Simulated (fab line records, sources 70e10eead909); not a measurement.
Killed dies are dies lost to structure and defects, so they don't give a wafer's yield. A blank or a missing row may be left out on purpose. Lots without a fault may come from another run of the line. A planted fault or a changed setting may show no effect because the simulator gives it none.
fab line records | flow nand_harc
record lots=11 wafers=33 last_day=24
route steps=1159 shown P_GATE@131 END@1159
lots that met no fault: from a run of the same line without faults
start_h: hours from the record's first day to the start of the lot's first wafer shown | wait_h: hours since the lot's step before | " the same as in the row above | L1.1+2: a row that stands for several wafers | - no value, or no start given | * or withheld: withheld | < > ~ a bound
route shown NAME@n: a module of which the file shows steps, and the number in the route of the first | usual: mean/standard deviation of fault-free wafers | same: alike in all rows | chamber/n: place in a boat | sites: the reading at each site | _std_site: their standard deviation | _edge_site: outer sites' mean less inner sites' | radius_mm: how far each site lies from the wafer's centre | mask NAME#n: copy n | behind: the tool/chamber that last shaped the wafer | hold: why the lot was held/for how many hours/how that ended | device: the transistor (n, p or np) that didn't switch | end of line: the same wafers' tests at the end of the route | a step without rows: its recipe alone | killed: dies lost to structure and defects at the first sort, not the wafer's yield | map: a wafer's dies, x killed, . not, _ none there
set.NAME: the setting as run; set.NAME@STEP: as run at that earlier step | model.NAME: the simulator's own value behind a step, which no gauge read
steps of the route over a sample of lots; a table a step, a row a wafer
services: from which hour (start_h, from the record's first day; less than 0 if before it) a tool's chamber was out of use, for how many hours, and why
## steps
# step NHARC_P_GATE_HM_DEP_102
# recipe target_thk_a=1200 temp_c=400 material=aC
# usual throttle_valve_pct=35.000/0.0092
# columns lot.wafer tool chamber start_h wait_h throttle_valve_pct
L774.1 acl_dep-03 0 96.58 0.4 35.001
L774.2 " 0 " " 35.000
L774.3 " 0 " " 35.002
L775.2 acl_dep-01 0 96.68 0.5 34.999
L775.3 " 0 " " 35.019
L775.4 " 0 " " 34.994
L776.1 acl_dep-02 0 110.49 2.5 34.994
L776.5 " 0 " " 35.001
L776.6 " 0 " " 35.005
L779.1 acl_dep-03 0 128.46 4.1 34.986
L779.4 " 0 " " 34.989
L779.5 " 0 " " 35.001
L781.3 acl_dep-03 0 141.29 0.6 34.994
L781.4 " 0 " " 34.994
L781.6 " 0 " " 35.000
L783.1 acl_dep-01 0 154.77 0.4 35.025
L783.5 " 0 " " 34.999
L783.6 " 0 " " 35.016
L784.2 acl_dep-03 0 164.75 0.5 35.001
L784.4 " 0 " " 35.005
L784.6 " 0 " " 35.009
L792.1 acl_dep-01 0 195.70 1.4 34.981
L792.2 " 0 " " 34.989
L792.3 " 0 " " 35.007
L794.1 acl_dep-03 0 216.19 1.4 34.994
L794.2 " 0 " " 34.997
L794.3 " 0 " " 35.015
L796.3 acl_dep-01 0 216.46 1.7 34.998
L796.4 " 0 " " 34.991
L796.6 " 0 " " 34.993
L795.2 acl_dep-03 0 216.94 2.1 35.009
L795.5 " 0 " " 35.001
L795.6 " 0 " " 34.993
# step NHARC_P_GATE_INSPECT_28
# usual raw_defect_count=6/3.1
# columns lot.wafer tool chamber start_h wait_h raw_defect_count
L775.2 defect_inspect-01 - 97.91 0.0 7
L775.3 " - " " 7
L775.4 " - " " 6
L774.1 defect_inspect-01 - 98.06 0.0 14
L774.2 " - " " 6
L774.3 " - " " 3
L776.1 defect_inspect-01 - 111.84 0.0 9
L776.5 " - " " 5
L776.6 " - " " 6
L779.1 defect_inspect-01 - 129.93 0.0 5
L779.4 " - " " 6
L779.5 " - " " 9
L781.3 defect_inspect-01 - 142.68 0.0 1454
L781.4 " - " " 1445
L781.6 " - " " 1452
L783.1 defect_inspect-01 - 156.24 0.0 8
L783.5 " - " " 5
L783.6 " - " " 10
L784.2 defect_inspect-01 - 165.98 0.0 1451
L784.4 " - " " 1415
L784.6 " - " " 1432
L792.1 defect_inspect-01 - 197.17 0.0 10
L792.2 " - " " 7
L792.3 " - " " 5
L794.1 defect_inspect-02 - 217.70 0.0 10
L794.2 " - " " 5
L794.3 " - " " 11
L796.3 defect_inspect-02 - 217.83 0.0 1
L796.4 " - " " 0
L796.6 " - " " 1
L795.2 defect_inspect-01 - 218.17 0.0 5
L795.5 " - " " 7
L795.6 " - " " 10
# step NHARC_P_GATE_ETCH_104
# recipe target_depth_a=600 time_s=withheld cf4_flow_sccm=100 chf3_flow_sccm=30 ar_flow_sccm=0 rf_w=500 bias_w=200 chemistry=CF4/CHF3
# usual drypump_motor_current_A=5.6/0.56 oes_product_au=0.945/0.018 rf_vpp_V=369.9/1.7 showerhead_plenum_p_Torr=1.55/0.043 throttle_valve_pct=16.801/0.0086
# columns lot.wafer tool chamber start_h wait_h drypump_motor_current_A oes_product_au rf_vpp_V showerhead_plenum_p_Torr throttle_valve_pct
L775.3 rie_diel-01 2 98.15 0.1 6.3 0.932 372.1 1.56 16.814
L775.2 " 0 " " 6.2 0.929 373.3 1.63 16.790
L775.4 " 1 " " 5.1 0.927 374.2 1.67 16.789
L774.2 rie_diel-01 0 98.34 0.1 6.2 0.940 372.3 1.63 16.800
L774.1 " 1 " " 5.1 0.948 374.8 1.67 16.782
L774.3 " 2 " " 6.3 0.942 371.0 1.56 16.810
L776.1 rie_diel-13 0 112.01 0.1 5.4 0.947 368.7 1.54 16.810
L776.6 " 0 " " 5.4 0.949 369.3 1.53 16.816
L776.5 " 2 " " 6.3 0.961 371.0 1.55 16.806
L779.4 rie_diel-13 2 130.09 0.1 6.3 0.950 370.6 1.55 16.813
L779.1 " 0 " " 5.4 0.936 369.1 1.53 16.805
L779.5 " 1 " " 6.4 0.946 367.9 1.48 16.789
L781.4 rie_diel-05 0 143.19 0.4 5.8 0.927 367.9 1.54 16.810
L781.3 " 3 " " 5.0 0.921 370.0 1.57 16.792
L781.6 " 0 " " 5.8 0.932 371.0 1.54 16.809
L783.1 rie_diel-05 2 156.40 0.1 4.7 0.987 370.1 1.58 16.800
L783.5 " 3 " " 5.0 0.966 372.3 1.57 16.804
L783.6 " 0 " " 5.8 0.957 369.3 1.54 16.798
L784.4 rie_diel-13 3 166.13 0.1 5.4 0.961 367.5 1.47 16.795
L784.2 " 0 " " 5.3 0.982 369.7 1.53 16.794
L784.6 " 3 " " 5.3 0.954 366.5 1.47 16.815
L792.3 rie_diel-05 0 197.61 0.3 5.8 0.924 370.0 1.54 16.814
L792.2 " 1 " " 6.1 0.925 368.2 1.52 16.808
L792.1 " 2 " " 4.7 0.921 370.4 1.58 16.802
L794.3 rie_diel-05 0 217.84 0.1 5.8 0.980 368.5 1.54 16.808
L794.1 " 2 " " 4.7 0.974 369.7 1.57 16.803
L794.2 " 3 " " 5.0 0.962 370.6 1.56 16.803
L796.3 rie_diel-05 3 218.04 0.1 5.0 0.955 371.1 1.56 16.797
L796.4 " 1 " " 6.0 0.937 367.0 1.52 16.796
L796.6 " 3 " " 5.0 0.956 370.5 1.56 16.795
L795.2 rie_diel-01 1 218.34 0.1 5.1 0.966 373.8 1.66 16.804
L795.5 " 3 " " 5.7 0.954 371.6 1.59 16.804
L795.6 " 0 " " 6.2 0.949 372.1 1.62 16.811
# step NHARC_P_GATE_ETCH_114
# recipe target_depth_a=300 overetch_a=30 time_s=16.5 ion_energy_ev=100 cf4_flow_sccm=80 o2_flow_sccm=20 ar_flow_sccm=0 rf_w=300 bias_w=100 chemistry=CF4/O2
# usual drypump_motor_current_A=5.6/0.58 oes_product_au=0.998/0.007 rf_vpp_V=197.4/1.2 showerhead_plenum_p_Torr=1.32/0.038 throttle_valve_pct=13.396/0.011
# columns lot.wafer tool chamber start_h wait_h drypump_motor_current_A oes_product_au rf_hours_counter_h rf_vpp_V showerhead_plenum_p_Torr throttle_valve_pct
L775.2 rie_diel-01 2 - - 6.3 0.990 46 198.1 1.32 13.384
L775.3 " 3 " " 5.7 1.008 43 197.5 1.36 13.376
L775.4 " 0 " " 6.2 0.984 46 199.9 1.39 13.388
L774.2 rie_diel-01 3 - - 5.7 0.997 43 198.1 1.36 13.405
L774.1 " 0 " " 6.2 0.990 46 197.5 1.39 13.405
L774.3 " 1 " " 5.1 1.000 45 199.8 1.42 13.386
L776.1 rie_diel-13 0 - - 5.4 1.002 1 195.6 1.30 13.382
L776.5 " 0 " " 5.4 0.988 - 195.9 1.30 13.392
L776.6 " 2 " " 6.3 0.995 - 197.6 1.32 13.380
L779.1 rie_diel-13 2 - - 6.3 0.999 9 197.8 1.31 13.402
L779.4 " 3 " " 5.3 0.991 5 195.4 1.25 13.404
L779.5 " 2 " " 6.3 0.994 - 197.5 1.31 13.385
L781.4 rie_diel-05 3 - - 5.0 0.994 28 197.3 1.33 13.387
L781.3 " 0 " " 5.8 1.003 29 197.6 1.31 13.404
L781.6 " 2 " " 4.7 1.006 - 197.9 1.34 13.391
L783.1 rie_diel-05 2 - - 4.7 1.011 27 198.2 1.34 13.398
L783.6 " 1 " " 6.1 1.012 - 196.5 1.29 13.384
L783.5 " 2 " " 4.7 1.006 - 197.7 1.34 13.392
L784.4 rie_diel-13 1 - - 6.4 0.997 27 193.7 1.25 13.412
L784.2 " 2 " " 6.3 1.003 27 198.9 1.31 13.403
L784.6 " 2 " " 6.3 1.010 - 194.9 1.31 13.402
L792.3 rie_diel-05 1 - - 6.1 0.990 5 198.3 1.29 13.376
L792.1 " 2 " " 4.7 0.984 5 197.6 1.34 13.392
L792.2 " 0 " " 5.8 1.000 5 196.7 1.31 13.403
L794.3 rie_diel-05 2 - - 4.7 0.992 10 196.9 1.34 13.393
L794.1 " 3 " " 5.0 0.990 3 197.7 1.33 13.400
L794.2 " 1 " " 6.1 0.992 10 197.3 1.29 13.409
L796.4 rie_diel-05 1 - - 6.1 1.004 10 196.2 1.29 13.396
L796.3 " 2 " " 4.7 0.997 10 196.4 1.34 13.394
L796.6 " 3 " " 5.0 0.997 - 198.3 1.33 13.386
L795.2 rie_diel-01 1 - - 5.1 0.989 28 199.0 1.41 13.393
L795.5 " 1 " " 5.1 0.984 - 200.4 1.41 13.391
L795.6 " 2 " " 6.3 0.986 - 196.0 1.32 13.408
# step NHARC_P_GATE_ETCHBACK_37
# recipe target_depth_a=345 time_s=17.2 chf3_flow_sccm=50 o2_flow_sccm=10 ar_flow_sccm=200 rf_w=500 bias_w=200 chemistry=CHF3/O2
# usual chf3_flow_sccm=49.99/0.15 drypump_motor_current_A=5.7/0.57 oes_product_au=0.95/0.035 rf_vpp_V=370.0/1.9 showerhead_plenum_p_Torr=2.37/0.073 throttle_valve_pct=20.573/0.0083
# columns lot.wafer tool chamber start_h wait_h chf3_flow_sccm drypump_motor_current_A oes_product_au rf_hours_counter_h rf_vpp_V showerhead_plenum_p_Torr throttle_valve_pct
L775.2 rie_diel-05 0 - - 49.96 5.8 0.92 23 369.7 2.36 20.585
L775.4 " 1 " " 50.12 6.1 1.01 15 368.7 2.32 20.574
L775.3 " 3 " " 50.18 5.0 0.92 22 370.7 2.39 20.576
L774.1 rie_diel-05 3 - - 50.15 5.0 1.00 22 370.8 2.39 20.559
L774.2 " 0 " " 50.16 5.8 1.01 23 370.9 2.36 20.574
L774.3 " 1 " " 50.26 6.1 0.99 15 367.8 2.32 20.559
L776.1 rie_diel-05 3 - - 49.95 5.0 0.93 25 371.1 2.39 20.576
L776.6 " 0 " " 50.02 5.8 0.92 - 370.7 2.36 20.569
L776.5 " 1 " " 49.92 6.1 0.92 - 370.0 2.32 20.585
L779.1 rie_diel-05 1 - - 49.88 6.1 0.94 21 369.4 2.32 20.580
L779.4 " 0 " " 50.25 5.8 0.93 28 369.2 2.36 20.583
L779.5 " 2 " " 49.83 4.7 0.93 - 371.4 2.41 20.581
L781.3 rie_diel-05 3 - - 49.90 5.0 0.93 29 370.2 2.39 20.572
L781.4 " 0 " " 49.77 5.8 0.93 29 370.7 2.36 20.565
L781.6 " 3 " " 49.93 5.0 0.92 - 370.8 2.39 20.566
L783.1 rie_diel-13 0 - - 50.04 5.4 0.93 25 368.1 2.33 20.581
L783.6 " 1 " " 49.79 6.4 0.92 - 366.1 2.25 20.565
L783.5 " 2 " " 49.98 6.3 0.92 - 369.8 2.36 20.583
L784.4 rie_diel-01 2 - - 50.18 6.3 0.99 14 370.4 2.37 20.580
L784.2 " 3 " " 49.96 5.7 0.99 14 371.0 2.43 20.582
L784.6 " 0 " " 49.95 6.2 0.98 - 372.7 2.48 20.576
L792.2 rie_diel-13 2 - - 50.25 6.3 0.99 42 369.1 2.35 20.566
L792.3 " 3 " " 49.77 5.3 1.00 35 365.8 2.24 20.562
L792.1 " 1 " " 50.05 6.5 1.00 44 365.5 2.25 20.570
L794.3 rie_diel-01 3 - - 50.32 5.7 1.00 30 372.5 2.42 20.573
L794.2 " 0 " " 50.18 6.2 0.98 29 372.7 2.48 20.572
L794.1 " 1 " " 50.00 5.1 0.99 31 373.7 2.53 20.581
L796.3 rie_diel-13 0 - - 50.20 5.4 0.91 49 368.5 2.32 20.571
L796.6 " 0 " " 49.97 5.4 0.93 - 368.0 2.32 20.567
L796.4 " 2 " " 49.96 6.3 0.92 - 370.8 2.35 20.575
L795.2 rie_diel-13 0 - - 50.24 5.4 0.92 49 369.9 2.32 20.575
L795.6 " 1 " " 49.87 6.4 0.92 - 367.6 2.24 20.576
L795.5 " 2 " " 50.01 6.4 0.92 - 370.0 2.35 20.577
# step NHARC_P_GATE_INSPECT_68
# usual raw_defect_count=177/70
# columns lot.wafer tool chamber start_h wait_h raw_defect_count
L775.2 defect_inspect-01 - 116.72 0.1 64
L775.3 " - " " 133
L775.4 " - " " 139
L774.1 defect_inspect-02 - 116.89 0.2 174
L774.2 " - " " 176
L774.3 " - " " 294
L776.1 defect_inspect-01 - 130.38 0.2 219
L776.5 " - " " 122
L776.6 " - " " 200
L779.1 defect_inspect-01 - 148.73 0.2 198
L779.4 " - " " 112
L779.5 " - " " 178
L781.3 defect_inspect-01 - 161.69 0.1 1777
L781.4 " - " " 1590
L781.6 " - " " 1637
L783.1 defect_inspect-02 - 178.58 0.2 302
L783.5 " - " " 146
L783.6 " - " " 194
L784.2 defect_inspect-01 - 184.34 0.1 1565
L784.4 " - " " 1528
L784.6 " - " " 1516
L792.1 defect_inspect-01 - 216.92 0.2 136
L792.2 " - " " 198
L792.3 " - " " 125
L794.1 defect_inspect-01 - 236.22 0.2 224
L794.2 " - " " 269
L794.3 " - " " 645
L796.3 defect_inspect-02 - 236.50 0.1 139
L796.4 " - " " 229
L796.6 " - " " 172
L795.2 defect_inspect-02 - 237.29 0.1 220
L795.5 " - " " 129
L795.6 " - " " 280
# step NHARC_END_SORT_01
# recipe temp_c=25
# usual killed_at_array=27/9.8 killed_at_other=0.6/0.83 killed_at_periphery=3.5/2.4 killed_dies=31/9.6 killed_open=3.1/1.9 killed_short=2.0/1.5
# same gross_dies=677
# columns lot.wafer tool chamber start_h wait_h killed_at_array killed_at_other killed_at_periphery killed_dies killed_open killed_short
L774.1 prober-02 0 466.48 2.5 16 1 4 21 2 1
L774.2 prober-02 0 467.30 2.8 26 2 1 29 5 2
L774.3 prober-02 0 468.12 3.1 21 0 4 25 4 5
L781.3 prober-01 0 517.62 3.1 33 1 96 130 5 4
L781.4 prober-01 0 518.43 3.4 24 0 92 116 2 1
L781.6 prober-01 0 520.03 4.0 28 0 98 126 3 1
L784.2 prober-02 0 552.56 2.8 40 0 95 135 4 7
L784.4 prober-02 0 554.17 3.4 32 0 90 122 5 4
L784.6 prober-02 0 555.77 4.0 27 0 95 122 4 1
# killed by level:class
L774.1 A_SLIT:chamber_film_flake=5 A_STAIRCASE:chamber_film_flake=4 A_WL_FILL:chamber_film_flake=3 P_ZERO_WELL:chamber_film_flake=2 A_CONTACT:chamber_film_flake=2 P_GATE:geometric_particle:short=1 A_CONTACT:geometric_particle:open=1 P_GATE:chamber_film_flake=1
L774.2 A_SLIT:chamber_film_flake=6 A_CONTACT:chamber_film_flake=5 A_CONTACT:geometric_particle:open=3 A_CHANNEL_HOLE_D1:chamber_film_flake=3 A_STAIRCASE:chamber_film_flake=3 A_WL_FILL:chamber_film_flake=3 THIN_TSV:chamber_film_flake=2 P_CONTACT:geometric_particle:short=1
L774.3 A_CONTACT:chamber_film_flake=5 A_STAIRCASE:chamber_film_flake=4 A_SLIT:chamber_film_flake=4 A_SOURCE_PLATE:geometric_particle:short=2 P_ZERO_WELL:chamber_film_flake=2 P_GATE:geometric_particle:short=1 P_M0:geometric_particle:short=1 A_STAIRCASE:geometric_particle:open=1
L781.3 P_GATE:unspecified=95 A_SLIT:chamber_film_flake=12 A_CONTACT:chamber_film_flake=7 A_CONTACT:geometric_particle:open=3 A_STAIRCASE:chamber_film_flake=3 A_WL_FILL:chamber_film_flake=2 A_SOURCE_PLATE:geometric_particle:short=1 A_ONON_D1:geometric_particle:short=1
L781.4 P_GATE:unspecified=90 A_SLIT:chamber_film_flake=7 A_WL_FILL:chamber_film_flake=6 A_CHANNEL_HOLE_D1:chamber_film_flake=4 A_STAIRCASE:chamber_film_flake=3 A_CONTACT:chamber_film_flake=3 P_GATE:geometric_particle:open=2 A_WL_FILL:geometric_particle:short=1
L781.6 P_GATE:unspecified=94 A_CONTACT:chamber_film_flake=8 A_SLIT:chamber_film_flake=8 A_STAIRCASE:chamber_film_flake=5 A_M0:geometric_particle:open=2 P_ZERO_WELL:chamber_film_flake=2 P_M2:chamber_film_flake=2 A_WL_FILL:chamber_film_flake=2
L784.2 P_GATE:unspecified=93 A_CHANNEL_HOLE_D1:chamber_film_flake=15 A_CONTACT:chamber_film_flake=9 A_M0:geometric_particle:short=3 A_SLIT:chamber_film_flake=3 A_CONTACT:geometric_particle:open=2 A_ZERO_WELL:chamber_film_flake=2 P_STI:geometric_particle:short=1
L784.4 P_GATE:unspecified=86 A_CHANNEL_HOLE_D1:chamber_film_flake=18 A_CONTACT:chamber_film_flake=4 P_CONTACT:geometric_particle:open=2 A_CHANNEL_HOLE_D1:geometric_particle:short=2 A_CONTACT:geometric_particle:open=2 A_SLIT:chamber_film_flake=2 P_M1:geometric_particle:short=1
L784.6 P_GATE:unspecified=93 A_CHANNEL_HOLE_D1:chamber_film_flake=12 A_CONTACT:chamber_film_flake=5 A_SLIT:chamber_film_flake=4 A_CHANNEL_FILL_D1:geometric_particle:open=2 P_CONTACT:geometric_particle:short=1 A_CONTACT:geometric_particle:open=1 A_M0:geometric_particle:open=1
## services
# columns tool chamber start_h hours kind
rie_diel-13 0 74.25 3.1 repair
rie_diel-01 3 78.60 9.5 repair
acl_dep-02 - 79.53 0.2 repair
rie_diel-05 0 93.67 - clean
rie_diel-05 1 93.67 - clean
rie_diel-05 2 93.67 - clean
rie_diel-05 3 93.67 - clean
rie_diel-13 - 99.05 9.0 pm
acl_dep-01 - 111.62 13.0 pm
rie_diel-01 2 113.48 2.2 repair
rie_diel-05 0 118.17 - clean
rie_diel-05 1 118.17 - clean
rie_diel-05 2 118.17 - clean
rie_diel-01 2 119.99 11.8 repair
rie_diel-01 - 137.85 9.0 pm
rie_diel-13 - 159.92 0.2 repair
rie_diel-01 0 160.11 7.4 repair
rie_diel-05 - 163.60 9.0 pm
acl_dep-02 - 170.19 13.0 pm
acl_dep-03 - 185.29 1.3 repair
rie_diel-05 3 185.74 23.8 repair
rie_diel-13 2 191.71 3.1 repair
rie_diel-13 3 216.17 14.1 repair
acl_dep-03 - 226.17 13.0 pm
## key
first_sign step=NHARC_P_GATE_INSPECT_28 reading=raw_defect_count direction=up sigmas=99+ usual=6 struck=1442
effect step=NHARC_P_GATE_INSPECT_68 reading=raw_defect_count direction=up sigmas=20 usual=177 struck=1602
effect step=NHARC_END_SORT_01 reading=killed_at_periphery direction=up sigmas=38 usual=3.5 struck=94.3
more_kills_born_at NHARC_P_GATE_HM_DEP_102@acl_dep-03=551
met_at NHARC_P_GATE_HM_DEP_102
struck_lots L781,L784
tester_left_out L781,L784
not_acting_at NHARC_P_GATE_ETCH_104,NHARC_P_GATE_ETCH_114,NHARC_P_GATE_ETCHBACK_37
onset_between 128.46 141.29
fault kind=chamber_particle_source tool=acl_dep-03 chamber=- onset_h=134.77 steps=NHARC_P_GATE_HM_DEP_102 rate_per_visit_cm2=2.2152 end_h=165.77
# tester_left_out: of these lots the tester's yield and bins aren't shown, on N5 and GAA mostly nor the transistor test; their killed dies are dies lost to structure and defects alone, not to doping, threshold or leakage, so they don't give the yield
